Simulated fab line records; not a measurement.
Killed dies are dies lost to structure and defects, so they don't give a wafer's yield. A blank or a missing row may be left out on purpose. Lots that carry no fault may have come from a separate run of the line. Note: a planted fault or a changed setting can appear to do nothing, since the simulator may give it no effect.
Chamber matching || flow n5_finfet || N5_MOL_CONTACT_COAG_ALD_123 on ald_sin-03: 4 sister chambers
The step deposits SiNx, target thk 5 nm, pulse time 1 s, purge time 2 s. 4 wafers are shown with their chamber, then 7 later ones without.

WAFERS WITH THEIR CHAMBER
{"wafer": "L087.5", "chamber": 0, "heater_power_w (W)": 784}
{"wafer": "L090.2", "chamber": 1, "heater_power_w (W)": 858}
{"wafer": "L091.2", "chamber": 2, "heater_power_w (W)": 729}
{"wafer": "L091.4", "chamber": 3, "heater_power_w (W)": 964}

WAFERS MISSING THEIR CHAMBER
{"wafer": "L091.6", "heater_power_w (W)": 882}
{"wafer": "L094.3", "heater_power_w (W)": 934}
{"wafer": "L094.4", "heater_power_w (W)": 761}
{"wafer": "L094.6", "heater_power_w (W)": 869}
{"wafer": "L095.4", "heater_power_w (W)": 879}
{"wafer": "L095.5", "heater_power_w (W)": 749}
{"wafer": "L095.6", "heater_power_w (W)": 866}

WHICH CHAMBER EACH ONE RAN IN
{"wafer": "L091.6", "from the rows above": 1, "in truth": 1}
{"wafer": "L094.3", "from the rows above": 3, "in truth": 3}
{"wafer": "L094.4", "from the rows above": "can't be placed: 0 or 2", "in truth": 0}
{"wafer": "L094.6", "from the rows above": 1, "in truth": 1}
{"wafer": "L095.4", "from the rows above": 1, "in truth": 1}
{"wafer": "L095.5", "from the rows above": "can't be placed: 2 or 0", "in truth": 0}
{"wafer": "L095.6", "from the rows above": 1, "in truth": 1}
Correctly placed: 5 of 7. These rows do not allow placing 2 (true chamber among the candidates in 2). Number placed wrongly: 0.
How it was worked out, from the rows above alone: a wafer's distance from a chamber is the root of the sum, over the readings, of the square of ((its reading less the chamber's mean) divided by the reading's scatter). If the next closest chamber is less than 2 further off than the closest, the wafer can't be placed; otherwise it belongs to the closest. For every chamber, the mean is computed from those of its wafers that are shown. The scatter: root of mean squared gap, hidden wafer to nearest shown wafer, with one shown wafer a chamber.
